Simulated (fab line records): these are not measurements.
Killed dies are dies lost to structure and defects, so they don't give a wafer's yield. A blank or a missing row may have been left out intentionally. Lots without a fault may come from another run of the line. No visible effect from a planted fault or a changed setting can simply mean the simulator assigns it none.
A lot that was struck, set against a sound lot | flow n5_finfet | 13 out of 1938 route steps
Sound: wafers L413.2, L413.3, L413.5. Struck: wafers L408.2, L408.5. Last of all comes the cause.
Per side, at each step with rows, come the tool, then ch with its chambers, and then its first start. Under that, the readings that differ: sound wafers | struck wafers | difference of the means | sigmas: that difference in standard deviations of wafers without a fault.
alike: readings with means less than 2 such deviations apart, plus words and numbers identical on both sides. not compared: withheld readings, readings lacking a value on some wafer, bounds such as >300 that could conceal the same value, and numbers that have no deviation in the record and whose values overlap.
A row with sigmas, a row that says differs or no value, or rows on one side alone: a step with any of these is where the two part. Numbers that have no deviation but don't overlap get no sigmas and don't part them. A reading missing from all wafers of one side parts the sides only when that side holds two or more wafers.

first, 9 steps without rows for these wafers: N5_BEOL_M0_CUTY_DESCUM_61 (chemistry O2, time 7.9 s); N5_BEOL_M0_CUTY_ETCH_62 (etches SiARC in CF4, time 58.5 s); N5_BEOL_M0_CUTY_ETCH_63 (etches SOC in N2/H2, target depth 82.7 nm, overetch 16.5 nm, time 124 s); N5_BEOL_M0_CUTY_STRIP_64 (strips in N2/H2); N5_BEOL_M0_ETCH_138 (etches SiCN in CH3F/O2, target depth 12 nm, time 31.6 s); N5_BEOL_M0_HM_OPEN_105 (chemistry Cl2/BCl3, target TiN, target depth 12 nm); N5_BEOL_M0_STRIP_140 (strips in CF4); N5_BEOL_M0_STRIP_104 (strips in N2/H2); N5_BEOL_M0_WET_ETCH_106 (etches SiO2 in DHF, target depth 130 nm, rinse time 30 s).
N5_BEOL_M0_ETCH_128: etches SiCN in CF4/N2, target depth 12 nm, overetch 5.1 nm, time 21.4 s.
  sound on rie_diel-05 ch 1,2,3, day 10 21:52; struck on rie_diel-02 ch 3, day 9 10:53
  reading                                         | sound          | struck    | difference | sigmas
  model.TiN_of_BEOL_M0_SAQP_HM_DEP_02.thk_nm (nm) | 10.8 10.8 10.8 | 10.4 10.6 | -0.3       |
  alike: bias_w, drypump_motor_current_A, oes_product_au, rf_vpp_V, showerhead_plenum_p_Torr, throttle_valve_pct
  not compared: rf_hours_counter_h
N5_BEOL_M0_TRENCH_ETCH_107: etches SiOC in C4F6/O2, target depth 32.8 nm, time 16.4 s.
  sound on rie_diel-05 ch 1,2,3, day 10 21:55; struck on rie_diel-02 ch 3, day 9 10:56
  reading                                         | sound       | struck  | difference | sigmas
  model.TiN_of_BEOL_M0_SAQP_HM_DEP_02.thk_nm (nm) | 9.6 9.6 9.4 | 9.2 9.2 | -0.3       |
  alike: C4F6_flow_sccm, bias_w, drypump_motor_current_A, oes_ar_750_au, oes_product_au, rf_vpp_V, showerhead_plenum_p_Torr, throttle_valve_pct
  not compared: rf_hours_counter_h
then, 1 step without rows for these wafers: N5_BEOL_M0_STRIP_142 (strips in N2/H2, time 10 s).
-- the record jumps here: 2 days lie between the struck wafers' starts before and after (it left off in module BEOL_M0 and takes up again in module BEOL_M4, whose first step shown is number 1111 of the route) --
N5_BEOL_M4_RC_MEAS_101:
  sound on prober-01 ch 0, day 12 23:06; struck on prober-01 ch 0, day 11 12:13
  reading        | sound                | struck        | difference | sigmas
  IOFF_N (nA/um) | 0.131 0.146 0.133    | 0.185 0.183   | +0.047     | +2
  IOFF_P (nA/um) | 0.174 0.193 0.170    | 0.249 0.241   | +0.066     | +2
  VT_N (mV)      | 251.9 250.7 252.8    | 244.7 245.7   | -6.6       | -2
  VT_P (mV)      | -253.8 -253.0 -253.6 | -246.1 -248.7 | +6.1       | +2
  alike: DIBL_N, DIBL_P, ION_N, ION_P, SS_N, SS_P

== WHERE THEY PART ==
At N5_BEOL_M4_RC_MEAS_101 and nowhere else, as far as this record goes.

WHY: the cause the simulator had injected
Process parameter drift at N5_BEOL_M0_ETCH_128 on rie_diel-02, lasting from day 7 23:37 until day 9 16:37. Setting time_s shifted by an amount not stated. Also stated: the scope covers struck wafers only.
